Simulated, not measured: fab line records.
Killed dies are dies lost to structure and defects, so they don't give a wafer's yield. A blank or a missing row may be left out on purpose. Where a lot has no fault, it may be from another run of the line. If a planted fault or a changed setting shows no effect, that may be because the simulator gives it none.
Matching of chambers :: flow n5-finfet :: N5_FIN_SAQP_SPACER2_ALD_28 on ald-sin-02: 4 sister chambers
The step deposits SiO2, target thk 8.1 nm, pulse time 1 s, purge time 2 s. 20 wafers are shown with their chamber, then 10 later ones without.

== WAFERS WITH THEIR CHAMBER ==
wafer: L074.2
chamber: 2
heater-power-w (W): 398
precursor-pulse-height-rel: 1.011

wafer: L074.3
chamber: 1
heater-power-w (W): 420
precursor-pulse-height-rel: 0.976

wafer: L074.6
chamber: 3
heater-power-w (W): 457
precursor-pulse-height-rel: 0.998

wafer: L075.2
chamber: 1
heater-power-w (W): 425
precursor-pulse-height-rel: 1.024

wafer: L075.3
chamber: 2
heater-power-w (W): 401
precursor-pulse-height-rel: 1.006

wafer: L075.5
chamber: 1
heater-power-w (W): 416
precursor-pulse-height-rel: 1.011

wafer: L078.1
chamber: 3
heater-power-w (W): 455
precursor-pulse-height-rel: 1.015

wafer: L078.2
chamber: 2
heater-power-w (W): 407
precursor-pulse-height-rel: 0.990

wafer: L078.3
chamber: 0
heater-power-w (W): 380
precursor-pulse-height-rel: 1.019

wafer: L080.1
chamber: 0
heater-power-w (W): 378
precursor-pulse-height-rel: 0.990

wafer: L080.2
chamber: 3
heater-power-w (W): 460
precursor-pulse-height-rel: 1.025

wafer: L080.6
chamber: 0
heater-power-w (W): 378
precursor-pulse-height-rel: 0.989

wafer: L081.2
chamber: 1
heater-power-w (W): 424
precursor-pulse-height-rel: 1.016

wafer: L081.3
chamber: 0
heater-power-w (W): 373
precursor-pulse-height-rel: 0.986

wafer: L081.5
chamber: 3
heater-power-w (W): 469
precursor-pulse-height-rel: 0.983

wafer: L083.2
chamber: 2
heater-power-w (W): 405
precursor-pulse-height-rel: 1.010

wafer: L083.3
chamber: 0
heater-power-w (W): 385
precursor-pulse-height-rel: 0.992

wafer: L083.5
chamber: 1
heater-power-w (W): 424
precursor-pulse-height-rel: 1.012

wafer: L084.1
chamber: 0
heater-power-w (W): 387
precursor-pulse-height-rel: 0.995

wafer: L084.4
chamber: 1
heater-power-w (W): 433
precursor-pulse-height-rel: 1.021

SIGNATURES (averages over the wafers above)
reading: heater-power-w
chamber 0: 380.17
chamber 1: 423.67
chamber 2: 402.75
chamber 3: 460.25
scatter within a chamber: 5.34

reading: precursor-pulse-height-rel
chamber 0: 0.99517
chamber 1: 1.01000
chamber 2: 1.00425
chamber 3: 1.00525
scatter within a chamber: 0.0149
Rule: distance of a wafer from a chamber = root of the sum over the readings of ((wafer's reading minus chamber's mean) / reading's scatter) squared. If the next closest chamber is less than 2 further off than the closest, the wafer can't be placed; otherwise it belongs to the closest. How the scatter is found: for the shown wafers, subtract from each reading the mean of its chamber, square and add these, divide the total by (wafers less chambers), then take the root.

== WAFERS WHOSE CHAMBER IS MISSING ==
wafer: L084.6
heater-power-w (W): 378
precursor-pulse-height-rel: 1.034

wafer: L086.2
heater-power-w (W): 471
precursor-pulse-height-rel: 0.974

wafer: L086.3
heater-power-w (W): 380
precursor-pulse-height-rel: 1.006

wafer: L086.4
heater-power-w (W): 434
precursor-pulse-height-rel: 1.009

wafer: L091.3
heater-power-w (W): 431
precursor-pulse-height-rel: 0.980

wafer: L091.4
heater-power-w (W): 450
precursor-pulse-height-rel: 1.023

wafer: L091.6
heater-power-w (W): 404
precursor-pulse-height-rel: 1.000

wafer: L094.1
heater-power-w (W): 458
precursor-pulse-height-rel: 0.966

wafer: L094.2
heater-power-w (W): 403
precursor-pulse-height-rel: 1.026

wafer: L094.3
heater-power-w (W): 423
precursor-pulse-height-rel: 0.995

== WHICH CHAMBER EACH ONE RAN IN ==
wafer: L084.6
from the rows above: 0
in truth: 0

wafer: L086.2
from the rows above: 3
in truth: 3

wafer: L086.3
from the rows above: 0
in truth: 0

wafer: L086.4
from the rows above: 1
in truth: 1

wafer: L091.3
from the rows above: 1
in truth: 1

wafer: L091.4
from the rows above: 3
in truth: 3

wafer: L091.6
from the rows above: 2
in truth: 2

wafer: L094.1
from the rows above: 3
in truth: 3

wafer: L094.2
from the rows above: 2
in truth: 2

wafer: L094.3
from the rows above: 1
in truth: 1
Correctly placed: 10 of 10. Number that these rows cannot place: 0. Placed wrongly: 0.
